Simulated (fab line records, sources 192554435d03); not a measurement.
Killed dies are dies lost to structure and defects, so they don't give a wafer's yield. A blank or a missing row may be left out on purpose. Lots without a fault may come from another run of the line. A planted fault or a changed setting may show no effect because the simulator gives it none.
Chamber matching | flow n5_finfet | N5_BEOL_M11_PECVD_70 on pecvd-01: 3 sister chambers
The step deposits SiO2 from TEOS/O2, target thk 20 nm, time 22.7 s. 16 wafers are shown with their chamber, then 8 later ones without.

WAFERS WITH THEIR CHAMBER
wafer  | chamber | throttle_valve_pct (%) | showerhead_plenum_p_Torr (Torr) | heater_power_outer_w (W)
L082.1 | 1       | 26.2                   | 8.93                            | 456
L082.2 | 2       | 21.9                   | 8.75                            | 434
L082.6 | 0       | 22.1                   | 8.69                            | 279
L083.1 | 1       | 26.1                   | 8.93                            | 521
L083.2 | 2       | 22.2                   | 8.78                            | 384
L083.5 | 2       | 22.0                   | 8.77                            | 386
L086.1 | 2       | 22.1                   | 8.78                            | 409
L086.4 | 2       | 22.1                   | 8.79                            | 419
L086.5 | 1       | 26.1                   | 8.93                            | 514
L087.1 | 0       | 22.4                   | 8.69                            | 270
L087.4 | 2       | 22.2                   | 8.77                            | 323
L087.5 | 0       | 22.3                   | 8.70                            | 266
L088.1 | 2       | 22.3                   | 8.76                            | 421
L088.3 | 0       | 22.5                   | 8.70                            | 321
L088.6 | 0       | 22.4                   | 8.70                            | 321
L093.1 | 1       | 26.2                   | 8.89                            | 508

SIGNATURES (means of the wafers above)
reading                  | chamber 0 | chamber 1 | chamber 2 | scatter within a chamber
throttle_valve_pct       | 22.340    | 26.150    | 22.114    | 0.127
showerhead_plenum_p_Torr | 8.6960    | 8.9200    | 8.7714    | 0.0136
heater_power_outer_w     | 291.40    | 499.75    | 396.57    | 32.8
Rule: a wafer's distance from a chamber is the root of the sum, over the readings, of the square of ((its reading less the chamber's mean) divided by the reading's scatter). The wafer belongs to the nearest chamber; if the next one is less than 2 further off, it can't be placed. The scatter: the root of (the sum of the squares of (reading less its chamber's mean) over the shown wafers, divided by (wafers less chambers)).

WAFERS WITHOUT THEIR CHAMBER
wafer  | throttle_valve_pct (%) | showerhead_plenum_p_Torr (Torr) | heater_power_outer_w (W)
L093.5 | 22.4                   | 8.71                            | 303
L093.6 | 26.2                   | 8.91                            | 516
L095.1 | 22.4                   | 8.78                            | 427
L095.3 | 26.1                   | 8.94                            | 504
L095.5 | 22.0                   | 8.76                            | 425
L097.2 | 22.1                   | 8.76                            | 358
L097.3 | 22.5                   | 8.68                            | 301
L097.4 | 22.5                   | 8.66                            | 299

WHICH CHAMBER EACH WENT THROUGH
wafer  | from the rows above | in truth
L093.5 | 0                   | 0
L093.6 | 1                   | 1
L095.1 | 2                   | 2
L095.3 | 1                   | 1
L095.5 | 2                   | 2
L097.2 | 2                   | 2
L097.3 | 0                   | 0
L097.4 | 0                   | 0
Placed correctly: 8 of 8. Can't be placed from these rows: 0. Placed wrongly: 0.
